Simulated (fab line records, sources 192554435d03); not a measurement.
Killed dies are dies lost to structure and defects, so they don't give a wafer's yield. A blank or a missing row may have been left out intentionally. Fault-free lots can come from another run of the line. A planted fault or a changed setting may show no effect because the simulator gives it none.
fab line records -- flow n5_finfet -- part 2 of 2: steps 5 to 6 of 6
[record] lots = 23, wafers = 69, last_day = 18
route steps=1938 shown BEOL_M6@1257 BEOL_M7@1263
lots untouched by any fault: they come from a run of this same line in which no faults occurred
start_h: hours from the record's opening day to when the first of the lot's shown wafers began -- wait_h: time in hours since the lot's previous step -- " same as the row above -- L1.1+2: a row that stands for several wafers -- - no value, or no start given -- * or withheld: withheld -- < > ~ a bound
route shown NAME@n: a module of which the file shows steps, and the number in the route of the first -- usual: average and standard deviation across the fault-free wafers -- same: alike in all rows -- chamber/n: place in a boat -- sites: each site's reading -- _std_site: their standard deviation -- _edge_site: inner sites' mean taken away from outer sites' mean -- radius_mm: for every site, how far away it sits from the centre of the wafer -- mask NAME#n: copy n -- behind: the last tool/chamber to shape the wafer -- hold: cause of the lot's hold/its duration in hours/its outcome -- device: transistor that didn't switch, given as n, p or np -- end of line: the same wafers' tests at the end of the route -- a step without rows: its recipe alone -- killed: dies that structure and defects cost at the first sort, which is not the same as the wafer's yield -- map: dies across one wafer; x = killed, . = not, _ = none there
set.NAME: the setting as run; set.NAME@STEP: as run at that earlier step -- model.NAME: the simulator's own value behind a step, which no gauge read
the route's steps for a sample of lots (tables are steps, rows are wafers)
services: the hour from which a tool's chamber was out of use, counted from the record's first day as start_h (under 0 if before that day), plus the number of hours and why
[[steps]]
[step N5_BEOL_M7_DESCUM_33]
[recipe] chemistry = O2, time_s = 7, source_power_w = 50, bias_power_w = 20, pressure_mtorr = 20, rf_frequency_hz = 2.712e+07, temp_c = 40, resist = CAR-EUV, o2_flow_sccm = 225
[usual] drypump_motor_current_A = 5.6/0.44, oes_product_au = 0.79/0.081, rf_vpp_V = 243.2/1.2, showerhead_plenum_p_Torr = 2.09/0.067, temp_c = 39.99/0.12, throttle_valve_pct = 20.49/0.21
lot.wafer,tool,chamber,start_h,wait_h,drypump_motor_current_A,oes_product_au,rf_hours_counter_h,rf_vpp_V,showerhead_plenum_p_Torr,temp_c,throttle_valve_pct
L074.3,rie_diel-03,1,204.26,1.0,5.4,0.88,29,245.0,2.23,40.20,20.51
L074.4,rie_diel-03,2,204.26,1.0,5.3,0.92,11,242.8,2.06,39.85,20.04
L074.6,rie_diel-03,0,204.26,1.0,5.1,0.71,-,242.3,2.06,39.87,20.44
L075.1,rie_diel-06,2,211.97,0.0,6.0,0.68,229,243.9,2.06,40.10,20.51
L075.3,rie_diel-06,3,211.97,0.0,6.2,0.88,44,243.9,2.12,39.99,20.27
L075.5,rie_diel-06,0,211.97,0.0,5.2,0.81,-,242.2,2.02,39.95,20.18
L076.1,rie_diel-06,3,214.21,0.0,6.2,0.87,45,244.8,2.12,39.98,20.27
L076.4,rie_diel-06,0,214.21,0.0,5.2,0.81,82,242.6,2.02,39.93,20.19
L076.6,rie_diel-06,1,214.21,0.0,5.7,0.75,-,242.3,2.08,39.91,20.62
L077.3,rie_diel-03,3,232.47,0.4,6.4,0.87,66,244.7,2.13,39.91,20.68
L077.4,rie_diel-03,2,232.47,0.4,5.3,0.91,19,242.3,2.06,39.89,20.04
L077.6,rie_diel-03,1,232.47,0.4,5.4,0.87,-,245.5,2.23,39.95,20.55
L079.1,rie_diel-06,3,243.47,0.5,6.2,0.85,55,243.3,2.11,39.94,20.26
L079.4,rie_diel-06,0,243.47,0.5,5.2,0.80,92,241.4,2.01,39.93,20.21
L079.6,rie_diel-06,0,243.47,0.5,5.2,0.80,-,242.6,2.01,39.82,20.19
L078.2,rie_diel-06,0,243.97,0.9,5.2,0.81,92,242.2,2.01,39.91,20.20
L078.3,rie_diel-06,3,243.97,0.9,6.2,0.85,55,242.6,2.12,39.93,20.27
L078.6,rie_diel-06,1,243.97,0.9,5.7,0.75,-,243.0,2.07,40.08,20.64
L080.4,rie_diel-04,3,246.28,0.2,5.2,0.85,59,242.5,2.06,40.09,20.56
L080.5,rie_diel-04,1,246.28,0.2,5.2,0.70,-,241.9,2.06,40.04,20.38
L080.6,rie_diel-04,0,246.28,0.2,5.9,0.71,-,242.7,2.09,40.11,20.77
L082.2,rie_diel-06,3,253.77,1.5,6.2,0.85,60,244.2,2.11,40.05,20.29
L082.4,rie_diel-06,1,253.77,1.5,5.7,0.74,199,243.1,2.07,40.09,20.63
L082.5,rie_diel-06,3,253.77,1.5,6.2,0.84,-,244.4,2.11,40.17,20.28
L081.3,rie_diel-06,2,254.25,1.4,6.1,0.67,244,241.8,2.05,39.95,20.51
L081.5,rie_diel-06,3,254.25,1.4,6.2,0.84,-,244.4,2.11,39.90,20.30
L081.6,rie_diel-06,2,254.25,1.4,6.1,0.67,-,243.4,2.05,39.94,20.50
L083.1,rie_diel-04,3,259.47,0.4,5.2,0.83,65,242.6,2.05,39.92,20.57
L083.4,rie_diel-04,1,259.47,0.4,5.2,0.69,-,242.3,2.06,39.78,20.40
L083.6,rie_diel-04,0,259.47,0.4,5.9,0.71,-,243.6,2.09,39.96,20.81
L084.1,rie_diel-03,3,265.15,0.0,6.4,0.86,71,244.0,2.13,39.93,20.69
L084.4,rie_diel-03,2,265.15,0.0,5.3,0.89,25,242.9,2.06,39.97,20.06
L084.6,rie_diel-03,2,265.15,0.0,5.3,0.89,-,241.1,2.06,40.19,20.05
L085.1,rie_diel-03,0,275.14,0.0,5.1,0.71,221,244.6,2.06,40.03,20.48
L085.2,rie_diel-03,3,275.14,0.0,6.4,0.87,73,243.0,2.13,39.93,20.68
L085.3,rie_diel-03,2,275.14,0.0,5.3,0.88,27,242.4,2.05,40.07,20.08
L086.2,rie_diel-06,1,284.94,0.1,5.7,0.73,210,243.4,2.07,39.99,20.66
L086.3,rie_diel-06,3,284.94,0.1,6.2,0.84,71,243.3,2.11,39.63,20.31
L086.4,rie_diel-06,3,284.94,0.1,6.2,0.83,-,243.5,2.11,39.87,20.31
L090.1,rie_diel-06,0,294.33,0.0,5.2,0.78,111,241.3,2.01,39.83,20.24
L090.3,rie_diel-06,1,294.33,0.0,5.7,0.73,214,243.9,2.06,39.95,20.66
L090.6,rie_diel-06,1,294.33,0.0,5.7,0.72,-,242.4,2.07,40.01,20.67
L089.1,rie_diel-04,2,298.83,0.1,5.7,0.95,12,244.8,2.25,40.07,20.73
L089.5,rie_diel-04,1,298.83,0.1,5.2,0.68,-,241.0,2.06,39.86,20.41
L089.6,rie_diel-04,0,298.83,0.1,5.9,0.69,-,243.5,2.08,39.79,20.82
L088.1,rie_diel-03,0,303.69,0.4,5.1,0.70,231,242.1,2.06,39.95,20.49
L088.4,rie_diel-03,3,303.69,0.4,6.4,0.85,-,245.0,2.13,40.08,20.70
L088.5,rie_diel-03,1,303.69,0.4,5.3,0.84,-,245.6,2.23,39.93,20.56
L093.1,rie_diel-06,1,310.64,0.2,5.7,0.72,218,241.4,2.06,39.93,20.66
L093.3,rie_diel-06,3,310.64,0.2,6.2,0.82,81,244.3,2.11,39.89,20.33
L093.4,rie_diel-06,0,310.64,0.2,5.2,0.78,116,242.5,2.00,39.89,20.25
L092.1,rie_diel-06,1,311.96,0.1,5.7,0.72,219,242.1,2.06,40.08,20.66
L092.2,rie_diel-06,3,311.96,0.1,6.2,0.82,82,243.7,2.11,40.08,20.31
L092.3,rie_diel-06,0,311.96,0.1,5.2,0.78,117,242.4,2.00,39.92,20.25
L091.1,rie_diel-03,0,330.69,0.3,5.1,0.69,240,242.9,2.05,40.05,20.50
L091.2,rie_diel-03,1,330.69,0.3,5.4,0.83,66,244.7,2.22,40.23,20.57
L091.4,rie_diel-03,3,330.69,0.3,6.4,0.83,-,243.5,2.12,40.23,20.73
L094.3,rie_diel-06,3,333.05,0.0,6.2,0.82,89,244.9,2.10,40.02,20.32
L094.4,rie_diel-06,2,333.05,0.0,6.0,0.94,13,243.4,2.04,40.02,20.32
L094.6,rie_diel-06,0,333.05,0.0,5.2,0.77,-,242.2,2.00,39.98,20.24
L096.3,rie_diel-03,0,333.22,0.0,5.1,0.70,241,242.2,2.05,40.00,20.51
L096.5,rie_diel-03,0,333.22,0.0,5.1,0.69,-,241.4,2.05,39.89,20.50
L096.6,rie_diel-03,1,333.22,0.0,5.4,0.82,-,245.2,2.22,39.94,20.59
L095.2,rie_diel-04,2,340.55,0.2,5.7,0.93,26,245.7,2.25,40.04,20.74
L095.5,rie_diel-04,2,340.55,0.2,5.6,0.93,-,246.6,2.25,40.22,20.75
L095.6,rie_diel-04,3,340.55,0.2,5.2,0.81,-,240.9,2.04,40.12,20.62
L097.2,rie_diel-03,1,346.14,0.8,5.4,0.83,74,245.2,2.22,39.89,20.60
L097.3,rie_diel-03,3,346.14,0.8,6.4,0.82,101,244.0,2.12,40.08,20.74
L097.5,rie_diel-03,3,346.14,0.8,6.4,0.82,-,242.0,2.12,40.12,20.74
[step N5_BEOL_M7_CMP_52]
[recipe] stop_on = SiCOH_lowk, t_overpolish_s = 6.9, down_force_psi = 1, platen_rpm = 50, clearing_platen_down_force_psi = 1.5, clearing_platen_rpm = 50, post_cmp_clean = cu_alkaline, target_thk_nm = 80, clearing_platen_pad_velocity_m_s = 0.99484, pad_velocity_m_s = 0.99484
[usual] barrier_field_endpoint_s = 28.9/0.8, motor_current_A = 6.2/0.67, overpolish_run_s = 6.901/0.0095, slurry_flow_ml_min = 150.0/0.51, time_to_endpoint_s = 62/3.8
lot.wafer,tool,chamber,start_h,wait_h,barrier_field_endpoint_s,motor_current_A,overpolish_run_s,slurry_flow_ml_min,time_to_endpoint_s
L074.4,cmp-04,3,206.80,0.2,27.7,6.2,6.898,150.5,57
L074.3,cmp-04,0,206.80,0.2,28.6,5.8,6.912,149.8,61
L074.6,cmp-04,2,206.80,0.2,28.1,6.0,6.900,151.1,58
L075.1,cmp-04,3,215.89,0.3,27.4,6.3,6.901,150.2,55
L075.3,cmp-04,2,215.89,0.3,28.6,5.6,6.904,150.4,60
L075.5,cmp-04,3,215.89,0.3,28.4,6.2,6.904,150.5,54
L076.4,cmp-02,3,216.55,0.2,29.3,5.9,6.902,150.6,64
L076.1,cmp-02,0,216.55,0.2,28.8,6.3,6.900,149.7,65
L076.6,cmp-02,2,216.55,0.2,28.6,5.9,6.914,150.4,60
L077.4,cmp-03,3,236.16,0.2,28.9,5.8,6.887,149.9,66
L077.3,cmp-03,0,236.16,0.2,29.4,7.6,6.902,149.9,63
L077.6,cmp-03,2,236.16,0.2,30.1,6.4,6.908,150.1,63
L079.4,cmp-04,1,246.21,0.1,29.4,4.7,6.901,150.7,59
L079.1,cmp-04,3,246.21,0.1,27.3,5.8,6.896,149.2,53
L079.6,cmp-04,2,246.21,0.1,28.7,5.9,6.902,150.1,57
L078.3,cmp-03,2,246.69,0.3,28.3,6.7,6.891,149.2,62
L078.2,cmp-03,3,246.69,0.3,28.7,5.7,6.900,150.7,66
L078.6,cmp-03,0,246.69,0.3,28.1,7.6,6.907,150.0,64
L080.4,cmp-02,0,250.31,0.2,29.0,6.4,6.900,150.1,59
L080.6,cmp-02,2,250.31,0.2,29.1,5.7,6.902,149.2,59
L080.5,cmp-02,3,250.31,0.2,30.0,6.2,6.898,150.7,66
L082.4,cmp-04,0,257.53,0.1,29.6,6.0,6.880,149.4,66
L082.2,cmp-04,2,257.53,0.1,28.1,5.7,6.877,149.5,63
L082.5,cmp-04,1,257.53,0.1,28.8,4.9,6.916,149.9,67
L081.3,cmp-02,1,257.71,0.3,30.0,7.1,6.893,149.9,69
L081.6,cmp-02,2,257.71,0.3,28.6,6.0,6.899,150.5,57
L081.5,cmp-02,3,257.71,0.3,28.8,6.0,6.919,148.7,64
L083.1,cmp-03,1,262.28,0.3,28.9,6.1,6.910,149.7,63
L083.4,cmp-03,2,262.28,0.3,28.4,6.4,6.913,150.2,61
L083.6,cmp-03,0,262.28,0.3,28.7,7.2,6.901,150.0,65
L084.4,cmp-02,1,267.80,0.1,30.1,7.4,6.908,149.9,66
L084.1,cmp-02,3,267.80,0.1,29.1,6.1,6.889,150.7,63
L084.6,cmp-02,2,267.80,0.1,29.7,6.1,6.895,149.6,61
L085.1,cmp-02,1,277.89,0.3,29.9,7.2,6.905,149.5,69
L085.2,cmp-02,3,277.89,0.3,29.6,5.9,6.912,149.4,65
L085.3,cmp-02,0,277.89,0.3,29.0,6.3,6.902,150.5,62
L086.4,cmp-02,1,288.66,0.2,29.8,7.3,6.902,149.5,64
L086.3,cmp-02,2,288.66,0.2,28.6,5.6,6.906,149.5,57
L086.2,cmp-02,3,288.66,0.2,29.7,6.0,6.908,150.3,64
L090.1,cmp-02,1,297.42,0.3,29.9,7.3,6.908,149.8,65
L090.3,cmp-02,3,297.42,0.3,29.4,5.8,6.893,150.1,62
L090.6,cmp-02,1,297.42,0.3,30.2,7.4,6.907,149.7,66
L089.1,cmp-02,3,301.81,0.3,28.7,6.0,6.907,148.9,66
L089.5,cmp-02,1,301.81,0.3,29.0,7.3,6.918,150.8,66
L089.6,cmp-02,2,301.81,0.3,27.8,6.2,6.903,150.9,55
L088.1,cmp-04,1,306.65,0.3,28.2,4.7,6.909,149.9,64
L088.4,cmp-04,2,306.65,0.3,27.9,5.6,6.905,149.9,59
L088.5,cmp-04,0,306.65,0.3,29.2,6.1,6.909,149.1,62
L093.3,cmp-02,2,313.76,0.2,28.3,6.3,6.902,148.9,58
L093.1,cmp-02,3,313.76,0.2,29.6,5.7,6.907,149.7,66
L093.4,cmp-02,0,313.76,0.2,28.9,6.2,6.893,150.2,63
L092.2,cmp-02,1,315.34,0.2,30.0,7.0,6.896,150.4,68
L092.1,cmp-02,2,315.34,0.2,28.3,6.3,6.906,149.8,60
L092.3,cmp-02,0,315.34,0.2,28.7,6.5,6.918,149.8,65
L091.4,cmp-02,3,333.52,0.2,29.4,6.0,6.908,149.8,64
L091.2,cmp-02,0,333.52,0.2,28.7,6.3,6.917,149.5,61
L091.1,cmp-02,1,333.52,0.2,29.5,7.1,6.896,150.0,65
L094.4,cmp-03,2,338.00,0.3,28.2,6.5,6.907,150.5,60
L094.3,cmp-03,3,338.00,0.3,29.8,5.9,6.889,150.6,67
L094.6,cmp-03,1,338.00,0.3,28.8,5.8,6.906,150.1,63
L096.3,cmp-02,1,338.36,0.3,30.3,7.4,6.897,149.7,64
L096.5,cmp-02,2,338.36,0.3,28.5,5.9,6.898,149.1,57
L096.6,cmp-02,3,338.36,0.3,29.2,6.1,6.895,149.6,64
L095.2,cmp-02,3,343.21,0.3,29.6,6.3,6.892,149.4,64
L095.6,cmp-02,1,343.21,0.3,30.1,7.2,6.896,150.7,66
L095.5,cmp-02,2,343.21,0.3,29.1,6.3,6.882,150.2,58
L097.2,cmp-04,1,350.32,0.2,29.2,4.4,6.916,149.4,68
L097.3,cmp-04,3,350.32,0.2,27.8,5.9,6.918,149.9,57
L097.5,cmp-04,1,350.32,0.2,29.2,4.8,6.888,149.5,66
[[services]]
tool,chamber,start_h,hours,kind
rie_diel-04,-,188.17,14.6,pm
cmp-04,-,191.48,0.5,repair
cmp-01,-,213.14,15.0,pm
rie_diel-03,-,239.00,15.6,pm
cmp-01,-,241.18,2.2,pm
cmp-01,-,243.90,4.0,pm
cmp-02,-,248.06,0.8,repair
cmp-04,-,248.72,3.4,repair
cmp-02,-,252.76,2.7,repair
cmp-02,-,263.10,2.0,repair
rie_diel-06,0,267.66,4.5,repair
cmp-04,-,269.35,4.0,pm
rie_diel-04,3,278.44,4.5,repair
cmp-04,-,284.46,6.0,pm
rie_diel-03,2,296.51,115.9,repair
rie_diel-04,3,296.85,3.5,repair
cmp-02,-,303.32,1.6,repair
cmp-02,-,307.52,0.3,repair
cmp-02,-,315.83,4.0,pm
cmp-02,-,319.83,4.8,pm
cmp-04,-,330.87,1.7,repair
rie_diel-04,1,334.75,7.2,repair
rie_diel-06,-,340.42,15.6,pm
pecvd-04,-,350.00,0.5,repair
